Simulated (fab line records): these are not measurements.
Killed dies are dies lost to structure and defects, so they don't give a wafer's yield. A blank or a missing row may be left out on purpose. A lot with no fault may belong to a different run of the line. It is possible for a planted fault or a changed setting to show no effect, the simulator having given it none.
What tool caused it? | flow nand harc | 66 wafers from 22 lots sampled at 6 of the route's 1159 steps

WHAT EACH GAUGE READ, for each wafer
The record lacks any reading of a measuring or inspecting step that a usual standard deviation could be used to judge.

WHAT TOOL EACH LOT RAN ON (gives the tool, then ch and the chambers of the sampled wafers, and finally the start)
lot  | NHARC_A_CHANNEL_FILL_D1_RTA_24   | NHARC_A_STAIRCASE_DESCUM_168       | NHARC_A_STAIRCASE_ETCH_19                     | NHARC_A_STAIRCASE_ETCH_27                     | NHARC_A_STAIRCASE_ETCH_223                    | NHARC_A_STAIRCASE_TRIM_229
L075 | rtp anneal-02 ch 0, day 10 13:09 | rie diel-03 ch 0,1,2, day 10 14:22 | rie diel-02 ch 1,2,3, day 11 01:30 or earlier | rie diel-09 ch 0,1,2, day 11 01:30 or earlier | rie diel-02 ch 0,1,3, day 11 01:30 or earlier | rie diel-09 ch 0,1,3, day 11 01:30
L074 | rtp anneal-02 ch 0, day 10 13:17 | rie diel-02 ch 0,1, day 10 14:38   | rie diel-02 ch 0,1,2, day 11 02:19 or earlier | rie diel-02 ch 0,3, day 11 02:19 or earlier   | rie diel-03 ch 0,3, day 11 02:19 or earlier   | rie diel-02 ch 1,2,3, day 11 02:19
L077 | rtp anneal-01 ch 0, day 11 05:58 | rie diel-09 ch 0,2, day 11 07:19   | rie diel-03 ch 0,1, day 11 18:41 or earlier   | rie diel-03 ch 0,1, day 11 18:41 or earlier   | rie diel-03 ch 0,1,3, day 11 18:41 or earlier | rie diel-03 ch 0,1, day 11 18:41
L076 | rtp anneal-01 ch 0, day 11 09:04 | rie diel-02 ch 0,3, day 11 10:13   | rie diel-09 ch 0,1,2, day 11 22:25 or earlier | rie diel-02 ch 0,2,3, day 11 22:25 or earlier | rie diel-03 ch 0,1,2, day 11 22:25 or earlier | rie diel-03 ch 0,1,2, day 11 22:25
L079 | rtp anneal-02 ch 0, day 11 17:15 | rie diel-03 ch 1,2, day 11 18:17   | rie diel-03 ch 0,1,2, day 12 06:44 or earlier | rie diel-02 ch 0,3, day 12 06:44 or earlier   | rie diel-02 ch 0,1,2, day 12 06:44 or earlier | rie diel-09 ch 0,3, day 12 06:44
L078 | rtp anneal-02 ch 0, day 11 17:22 | rie diel-03 ch 0,2,3, day 11 18:38 | rie diel-02 ch 0,2,3, day 12 08:23 or earlier | rie diel-02 ch 0,2,3, day 12 08:23 or earlier | rie diel-09 ch 0,1, day 12 08:23 or earlier   | rie diel-03 ch 0,1,3, day 12 08:23
L081 | rtp anneal-02 ch 0, day 11 23:02 | rie diel-02 ch 1,2,3, day 12 00:17 | rie diel-09 ch 0,1,2, day 12 11:37 or earlier | rie diel-03 ch 0,1,3, day 12 11:37 or earlier | rie diel-03 ch 0,2,3, day 12 11:37 or earlier | rie diel-03 ch 0,2,3, day 12 11:37
L080 | rtp anneal-01 ch 0, day 11 23:04 | rie diel-02 ch 0,2,3, day 12 00:29 | rie diel-09 ch 0,1,3, day 12 12:26 or earlier | rie diel-02 ch 1,2,3, day 12 12:26 or earlier | rie diel-09 ch 2,3, day 12 12:26 or earlier   | rie diel-09 ch 0,1,3, day 12 12:26
L082 | rtp anneal-01 ch 0, day 12 16:43 | rie diel-02 ch 1,2, day 12 18:19   | rie diel-03 ch 0,3, day 13 07:12 or earlier   | rie diel-02 ch 1,2, day 13 07:12 or earlier   | rie diel-02 ch 0,1,3, day 13 07:12 or earlier | rie diel-03 ch 1,2, day 13 07:12
L083 | rtp anneal-02 ch 0, day 12 16:50 | rie diel-02 ch 1,2,3, day 12 18:32 | rie diel-09 ch 0,1,3, day 13 05:02 or earlier | rie diel-09 ch 2,3, day 13 05:02 or earlier   | rie diel-03 ch 1,2,3, day 13 05:02 or earlier | rie diel-03 ch 2,3, day 13 05:02
L084 | rtp anneal-01 ch 0, day 13 11:38 | rie diel-03 ch 1,2,3, day 13 12:41 | rie diel-03 ch 0,1,3, day 13 23:20 or earlier | rie diel-03 ch 0,3, day 13 23:20 or earlier   | rie diel-03 ch 1,2,3, day 13 23:20 or earlier | rie diel-03 ch 2,3, day 13 23:20
L085 | rtp anneal-01 ch 0, day 13 20:08 | rie diel-03 ch 2,3, day 13 21:20   | rie diel-09 ch 0,2,3, day 14 09:13 or earlier | rie diel-09 ch 0,1,3, day 14 09:13 or earlier | rie diel-09 ch 0,2, day 14 09:13 or earlier   | rie diel-02 ch 0,1, day 14 09:13
L086 | rtp anneal-01 ch 0, day 13 20:16 | rie diel-02 ch 0,1,3, day 13 21:31 | rie diel-03 ch 0,2,3, day 14 09:30 or earlier | rie diel-03 ch 0,1,3, day 14 09:30 or earlier | rie diel-03 ch 0,1,3, day 14 09:30 or earlier | rie diel-03 ch 0,1,3, day 14 09:30
L088 | rtp anneal-02 ch 0, day 14 02:26 | rie diel-02 ch 1,2,3, day 14 03:47 | rie diel-03 ch 0,1, day 14 16:29 or earlier   | rie diel-02 ch 0,1,2, day 14 16:29 or earlier | rie diel-02 ch 0,1,3, day 14 16:29 or earlier | rie diel-03 ch 2,3, day 14 16:29
L087 | rtp anneal-01 ch 0, day 14 02:28 | rie diel-02 ch 1,2,3, day 14 04:13 | rie diel-09 ch 1,2,3, day 14 18:11 or earlier | rie diel-03 ch 0,3, day 14 18:11 or earlier   | rie diel-09 ch 0,1,2, day 14 18:11 or earlier | rie diel-03 ch 0,2, day 14 18:11
L089 | rtp anneal-02 ch 0, day 14 16:26 | rie diel-09 ch 1,2, day 14 17:45   | rie diel-03 ch 0,2,3, day 15 06:23 or earlier | rie diel-03 ch 0,1,3, day 15 06:23 or earlier | rie diel-09 ch 0,1, day 15 06:23 or earlier   | rie diel-02 ch 1,2,3, day 15 06:23
L091 | rtp anneal-02 ch 0, day 14 23:33 | rie diel-03 ch 0,3, day 15 01:04   | rie diel-09 ch 1,2,3, day 15 12:07 or earlier | rie diel-03 ch 0,1,3, day 15 12:07 or earlier | rie diel-03 ch 0,1,2, day 15 12:07 or earlier | rie diel-03 ch 0,1,3, day 15 12:07
L092 | rtp anneal-01 ch 0, day 14 23:35 | rie diel-02 ch 0,1,3, day 15 01:14 | rie diel-03 ch 0,2, day 15 12:14 or earlier   | rie diel-09 ch 1,2, day 15 12:14 or earlier   | rie diel-09 ch 0,2,3, day 15 12:14 or earlier | rie diel-09 ch 0,1, day 15 12:14
L094 | rtp anneal-01 ch 0, day 15 14:31 | rie diel-09 ch 0,2,3, day 15 15:46 | rie diel-09 ch 0,1,2, day 16 04:09 or earlier | rie diel-09 ch 1,2,3, day 16 04:09 or earlier | rie diel-03 ch 0,2,3, day 16 04:09 or earlier | rie diel-02 ch 0,2,3, day 16 04:09
L095 | rtp anneal-02 ch 0, day 16 01:52 | rie diel-09 ch 0,1,3, day 16 03:35 | rie diel-03 ch 0,2,3, day 16 15:44 or earlier | rie diel-02 ch 2,3, day 16 15:44 or earlier   | rie diel-02 ch 1,2, day 16 15:44 or earlier   | rie diel-03 ch 1,2,3, day 16 15:44
L096 | rtp anneal-01 ch 0, day 16 05:26 | rie diel-03 ch 0,1,3, day 16 06:41 | rie diel-03 ch 1,2,3, day 16 18:07 or earlier | rie diel-03 ch 0,1,2, day 16 18:07 or earlier | rie diel-03 ch 1,2,3, day 16 18:07 or earlier | rie diel-02 ch 0,2, day 16 18:07
L097 | rtp anneal-02 ch 0, day 16 17:14 | rie diel-03 ch 0,2, day 16 18:26   | rie diel-09 ch 0,1,3, day 17 06:29 or earlier | rie diel-09 ch 0,1,2, day 17 06:29 or earlier | rie diel-09 ch 0,2,3, day 17 06:29 or earlier | rie diel-09 ch 0,2,3, day 17 06:29
- NHARC_A_CHANNEL_FILL_D1_RTA_24: time 5 s.
- NHARC_A_STAIRCASE_DESCUM_168: chemistry O2, time 3 s.
- NHARC_A_STAIRCASE_ETCH_19: etches the open film in C4F8/O2, target depth 100 nm, time 40.5 s.
- NHARC_A_STAIRCASE_ETCH_27: etches the open film in C4F8/O2, target depth 100 nm, time 40.5 s.
- NHARC_A_STAIRCASE_ETCH_223: etches the open film in C4F8/O2, target depth 100 nm, time 40.5 s.
- NHARC_A_STAIRCASE_TRIM_229: chemistry O2, time 211.2 s.

WHAT THE TOOLS THEMSELVES READ (means of the sampled wafers that have a number; where no wafer has one, the mark that the record gives instead)
NHARC_A_CHANNEL_FILL_D1_RTA_24. Usual: lamp power pct 27.2 %, standard deviation 2.6; lamp_zone_4_pct 27.2 %, standard deviation 2.6; lamp_zone_7_pct 27.6 %, standard deviation 2.6; wafer_temp_C_max 1005.6, standard deviation 1.8.
lot  | tool          | lamp power pct (%) | lamp_zone_4_pct (%) | lamp_zone_7_pct (%) | wafer_temp_C_max | flag
L075 | rtp anneal-02 | 24.6               | 24.6                | 25.0                | 1003.8           |
L074 | rtp anneal-02 | 24.6               | 24.6                | 25.0                | 1004.6           |
L077 | rtp anneal-01 | 29.8               | 29.8                | 30.3                | 1007.3           |
L076 | rtp anneal-01 | 29.8               | 29.8                | 30.2                | 1006.8           |
L079 | rtp anneal-02 | 24.6               | 24.6                | 25.0                | 1004.9           |
L078 | rtp anneal-02 | 24.6               | 24.6                | 25.0                | 1003.5           |
L081 | rtp anneal-02 | 24.6               | 24.6                | 25.0                | 1003.7           |
L080 | rtp anneal-01 | 29.7               | 29.8                | 30.3                | 1008.3           |
L082 | rtp anneal-01 | 29.8               | 29.8                | 30.2                | 1005.8           |
L083 | rtp anneal-02 | 24.6               | 24.6                | 25.0                | 1003.3           |
L084 | rtp anneal-01 | 29.8               | 29.8                | 30.2                | 1006.7           |
L085 | rtp anneal-01 | 29.7               | 29.7                | 30.2                | 1008.6           |
L086 | rtp anneal-01 | 29.8               | 29.7                | 30.2                | 1008.0           |
L088 | rtp anneal-02 | 24.6               | 24.6                | 25.0                | 1003.6           |
L087 | rtp anneal-01 | 29.7               | 29.8                | 30.2                | 1007.9           |
L089 | rtp anneal-02 | 24.6               | 24.6                | 25.0                | 1004.6           |
L091 | rtp anneal-02 | 24.6               | 24.6                | 25.0                | 1003.9           |
L092 | rtp anneal-01 | 29.7               | 29.8                | 30.2                | 1006.8           |
L094 | rtp anneal-01 | 29.8               | 29.7                | 30.2                | 1007.5           |
L095 | rtp anneal-02 | 24.6               | 24.6                | 25.0                | 1003.6           |
L096 | rtp anneal-01 | 29.7               | 29.8                | 30.2                | 1005.6           |
L097 | rtp anneal-02 | 24.6               | 24.6                | 25.0                | 1004.3           |

NHARC_A_STAIRCASE_DESCUM_168. Usual: chamber pressure mTorr 60.00 mTorr, standard deviation 0.053; drypump motor current A 5.7 A, standard deviation 0.3; oes product au 0.998 a.u., standard deviation 0.012; rf vpp V 57.8 V, standard deviation 0.91; showerhead plenum p Torr 1.91 Torr, standard deviation 0.11; throttle valve pct 11.311 %, standard deviation 0.0094.
lot  | tool        | chamber pressure mTorr (mTorr) | drypump motor current A (A) | oes product au (a.u.) | rf vpp V (V) | showerhead plenum p Torr (Torr) | throttle valve pct (%) | flag
L075 | rie diel-03 | 59.96                          | 5.4                         | 0.998                 | 57.5         | 1.90                            | 11.307                 |
L074 | rie diel-02 | 60.07                          | 5.7                         | 0.998                 | 57.8         | 1.92                            | 11.326                 |
L077 | rie diel-09 | 60.03                          | 5.6                         | 1.008                 | 57.5         | 1.90                            | 11.312                 |
L076 | rie diel-02 | 59.99                          | 5.7                         | 1.003                 | 58.2         | 1.88                            | 11.309                 |
L079 | rie diel-03 | 60.02                          | 5.6                         | 1.011                 | 57.4         | 1.88                            | 11.309                 |
L078 | rie diel-03 | 59.94                          | 5.6                         | 1.007                 | 58.2         | 1.91                            | 11.321                 |
L081 | rie diel-02 | 60.00                          | 5.7                         | 0.987                 | 58.2         | 1.93                            | 11.302                 |
L080 | rie diel-02 | 60.02                          | 5.7                         | 0.991                 | 57.1         | 1.93                            | 11.319                 |
L082 | rie diel-02 | 60.06                          | 5.7                         | 0.987                 | 58.5         | 1.97                            | 11.315                 |
L083 | rie diel-02 | 60.00                          | 5.7                         | 0.994                 | 58.5         | 1.93                            | 11.307                 |
L084 | rie diel-03 | 60.03                          | 5.7                         | 1.011                 | 57.5         | 1.88                            | 11.310                 |
L085 | rie diel-03 | 59.97                          | 5.9                         | 0.998                 | 57.7         | 1.88                            | 11.305                 |
L086 | rie diel-02 | 60.01                          | 5.7                         | 0.989                 | 57.5         | 1.89                            | 11.307                 |
L088 | rie diel-02 | 60.00                          | 5.7                         | 0.988                 | 57.3         | 1.93                            | 11.312                 |
L087 | rie diel-02 | 60.06                          | 5.7                         | 0.997                 | 58.2         | 1.93                            | 11.310                 |
L089 | rie diel-09 | 60.04                          | 5.5                         | 1.011                 | 57.8         | 1.95                            | 11.314                 |
L091 | rie diel-03 | 59.98                          | 5.5                         | 1.001                 | 57.2         | 1.82                            | 11.320                 |
L092 | rie diel-02 | 59.96                          | 5.6                         | 0.995                 | 57.9         | 1.88                            | 11.309                 |
L094 | rie diel-09 | 59.98                          | 5.8                         | 1.001                 | 57.3         | 1.93                            | 11.316                 |
L095 | rie diel-09 | 60.00                          | 5.7                         | 1.013                 | 57.8         | 1.95                            | 11.303                 |
L096 | rie diel-03 | 60.00                          | 5.7                         | 0.992                 | 57.5         | 1.79                            | 11.321                 |
L097 | rie diel-03 | 59.96                          | 5.3                         | 1.003                 | 57.8         | 1.98                            | 11.315                 |

NHARC_A_STAIRCASE_ETCH_19. Usual: chamber pressure mTorr 25.000 mTorr, standard deviation 0.023; oes product au 0.944 a.u., standard deviation 0.012; rf vpp V 896 V, standard deviation 6.7.
lot  | tool        | chamber pressure mTorr (mTorr) | oes product au (a.u.) | rf vpp V (V) | flag
L075 | rie diel-02 | 24.970                         | 0.929                 | 897          |
L074 | rie diel-02 | 24.991                         | 0.930                 | 900          |
L077 | rie diel-03 | 25.004                         | 0.961                 | 889          |
L076 | rie diel-09 | 25.013                         | 0.947                 | 895          |
L079 | rie diel-03 | 25.013                         | 0.951                 | 896          |
L078 | rie diel-02 | 24.979                         | 0.928                 | 897          |
L081 | rie diel-09 | 24.988                         | 0.951                 | 896          |
L080 | rie diel-09 | 25.012                         | 0.937                 | 899          |
L082 | rie diel-03 | 25.007                         | 0.938                 | 890          |
L083 | rie diel-09 | 24.997                         | 0.937                 | 898          |
L084 | rie diel-03 | 24.985                         | 0.949                 | 890          |
L085 | rie diel-09 | 24.978                         | 0.945                 | 897          |
L086 | rie diel-03 | 24.994                         | 0.954                 | 895          |
L088 | rie diel-03 | 24.995                         | 0.960                 | 890          |
L087 | rie diel-09 | 24.980                         | 0.936                 | 900          |
L089 | rie diel-03 | 25.002                         | 0.959                 | 894          |
L091 | rie diel-09 | 25.029                         | 0.945                 | 901          |
L092 | rie diel-03 | 24.988                         | 0.956                 | 896          |
L094 | rie diel-09 | 24.999                         | 0.943                 | 897          |
L095 | rie diel-03 | 25.004                         | 0.931                 | 894          |
L096 | rie diel-03 | 25.018                         | 0.942                 | 893          |
L097 | rie diel-09 | 25.001                         | 0.945                 | 898          |

NHARC_A_STAIRCASE_ETCH_27. Usual: chamber pressure mTorr 24.997 mTorr, standard deviation 0.025; oes product au 0.943 a.u., standard deviation 0.013; rf vpp V 896 V, standard deviation 6.7.
lot  | tool        | chamber pressure mTorr (mTorr) | oes product au (a.u.) | rf vpp V (V) | flag
L075 | rie diel-09 | 25.008                         | 0.955                 | 896          |
L074 | rie diel-02 | 25.004                         | 0.942                 | 892          |
L077 | rie diel-03 | 24.993                         | 0.955                 | 891          |
L076 | rie diel-02 | 25.003                         | 0.937                 | 897          |
L079 | rie diel-02 | 24.985                         | 0.940                 | 894          |
L078 | rie diel-02 | 24.985                         | 0.937                 | 897          |
L081 | rie diel-03 | 24.995                         | 0.940                 | 889          |
L080 | rie diel-02 | 24.994                         | 0.918                 | 897          |
L082 | rie diel-02 | 24.998                         | 0.938                 | 900          |
L083 | rie diel-09 | 25.008                         | 0.948                 | 902          |
L084 | rie diel-03 | 24.987                         | 0.960                 | 889          |
L085 | rie diel-09 | 25.017                         | 0.943                 | 899          |
L086 | rie diel-03 | 24.970                         | 0.953                 | 889          |
L088 | rie diel-02 | 24.983                         | 0.932                 | 899          |
L087 | rie diel-03 | 25.003                         | 0.944                 | 891          |
L089 | rie diel-03 | 25.018                         | 0.948                 | 887          |
L091 | rie diel-03 | 25.004                         | 0.954                 | 890          |
L092 | rie diel-09 | 25.010                         | 0.952                 | 899          |
L094 | rie diel-09 | 24.998                         | 0.953                 | 901          |
L095 | rie diel-02 | 24.967                         | 0.947                 | 895          |
L096 | rie diel-03 | 24.991                         | 0.943                 | 894          |
L097 | rie diel-09 | 24.974                         | 0.940                 | 895          |

NHARC_A_STAIRCASE_ETCH_223. Usual: chamber pressure mTorr 25.000 mTorr, standard deviation 0.025; oes product au 0.944 a.u., standard deviation 0.014; rf vpp V 895 V, standard deviation 6.8.
lot  | tool        | chamber pressure mTorr (mTorr) | oes product au (a.u.) | rf vpp V (V) | flag
L075 | rie diel-02 | 25.016                         | 0.943                 | 895          |
L074 | rie diel-03 | 24.979                         | 0.950                 | 890          |
L077 | rie diel-03 | 24.987                         | 0.960                 | 890          |
L076 | rie diel-03 | 25.015                         | 0.944                 | 895          |
L079 | rie diel-02 | 24.996                         | 0.915                 | 900          |
L078 | rie diel-09 | 25.015                         | 0.923                 | 898          |
L081 | rie diel-03 | 24.993                         | 0.941                 | 896          |
L080 | rie diel-09 | 25.006                         | 0.938                 | 900          |
L082 | rie diel-02 | 25.017                         | 0.930                 | 893          |
L083 | rie diel-03 | 24.994                         | 0.953                 | 894          |
L084 | rie diel-03 | 24.995                         | 0.951                 | 893          |
L085 | rie diel-09 | 24.998                         | 0.954                 | 895          |
L086 | rie diel-03 | 24.985                         | 0.942                 | 888          |
L088 | rie diel-02 | 24.995                         | 0.945                 | 894          |
L087 | rie diel-09 | 24.999                         | 0.949                 | 896          |
L089 | rie diel-09 | 24.999                         | 0.932                 | 897          |
L091 | rie diel-03 | 25.012                         | 0.938                 | 894          |
L092 | rie diel-09 | 25.006                         | 0.955                 | 896          |
L094 | rie diel-03 | 24.990                         | 0.946                 | 895          |
L095 | rie diel-02 | 24.988                         | 0.941                 | 899          |
L096 | rie diel-03 | 24.990                         | 0.939                 | 892          |
L097 | rie diel-09 | 25.019                         | 0.937                 | 897          |

NHARC_A_STAIRCASE_TRIM_229. Usual: chamber pressure mTorr 60.00 mTorr, standard deviation 0.055; drypump motor current A 5.7 A, standard deviation 0.36; oes product au 1.002 a.u., standard deviation 0.01; rf vpp V 57.7 V, standard deviation 0.9; showerhead plenum p Torr 3.51 Torr, standard deviation 0.2; throttle valve pct 17.037 %, standard deviation 0.0095.
lot  | tool        | chamber pressure mTorr (mTorr) | drypump motor current A (A) | oes product au (a.u.) | rf vpp V (V) | showerhead plenum p Torr (Torr) | throttle valve pct (%) | flag
L075 | rie diel-09 | 59.97                          | 5.7                         | 1.006                 | 57.7         | 3.61                            | 17.036                 |
L074 | rie diel-02 | 60.02                          | 5.7                         | 0.989                 | 58.6         | 3.57                            | 17.036                 |
L077 | rie diel-03 | 59.99                          | 5.5                         | 1.009                 | 57.4         | 3.37                            | 17.042                 |
L076 | rie diel-03 | 60.04                          | 5.4                         | 1.005                 | 57.4         | 3.50                            | 17.038                 |
L079 | rie diel-09 | 60.03                          | 6.0                         | 1.004                 | 57.8         | 3.63                            | 17.043                 |
L078 | rie diel-03 | 60.00                          | 5.7                         | 1.002                 | 56.3         | 3.34                            | 17.032                 |
L081 | rie diel-03 | 60.02                          | 5.6                         | 1.004                 | 57.3         | 3.51                            | 17.039                 |
L080 | rie diel-09 | 59.95                          | 5.7                         | 1.001                 | 57.4         | 3.61                            | 17.028                 |
L082 | rie diel-03 | 60.00                          | 5.6                         | 1.006                 | 58.4         | 3.46                            | 17.038                 |
L083 | rie diel-03 | 59.97                          | 5.6                         | 1.007                 | 57.6         | 3.63                            | 17.050                 |
L084 | rie diel-03 | 59.99                          | 5.6                         | 1.003                 | 58.2         | 3.63                            | 17.037                 |
L085 | rie diel-02 | 60.02                          | 5.7                         | 0.997                 | 57.2         | 3.54                            | 17.041                 |
L086 | rie diel-03 | 60.00                          | 5.8                         | 1.008                 | 58.1         | 3.33                            | 17.034                 |
L088 | rie diel-03 | 60.04                          | 5.6                         | 0.999                 | 57.7         | 3.63                            | 17.029                 |
L087 | rie diel-03 | 60.01                          | 5.3                         | 1.012                 | 57.3         | 3.66                            | 17.036                 |
L089 | rie diel-02 | 59.95                          | 5.7                         | 0.989                 | 58.5         | 3.55                            | 17.044                 |
L091 | rie diel-03 | 59.95                          | 5.7                         | 1.006                 | 56.9         | 3.33                            | 17.032                 |
L092 | rie diel-09 | 60.03                          | 5.5                         | 1.002                 | 57.7         | 3.45                            | 17.039                 |
L094 | rie diel-02 | 60.03                          | 5.8                         | 0.997                 | 58.0         | 3.54                            | 17.047                 |
L095 | rie diel-03 | 60.00                          | 5.7                         | 0.996                 | 57.5         | 3.45                            | 17.036                 |
L096 | rie diel-02 | 60.00                          | 5.9                         | 1.006                 | 58.1         | 3.69                            | 17.036                 |
L097 | rie diel-09 | 59.94                          | 5.8                         | 1.010                 | 57.7         | 3.54                            | 17.040                 |

THE ANSWER, worked out from the rows above alone
Rule: a lot counts as off when the mean over its wafers that have a number is more than 3 standard deviations away from the usual mean. Also off: a lot with no number at a reading for which 4 or more lots have one. Any other lot the step has rows for is counted as sound. The gauges are gone through in route order, then the tools' own readings, and for those a lot's mean is taken as printed above. The first step at which some lot is off is used, and at that step the reading that is off furthest; a lot without a number counts as furthest.
Across all readings shown, no lot is off: no conclusion can be drawn from this.

WHAT THE SIMULATOR HAD INSERTED
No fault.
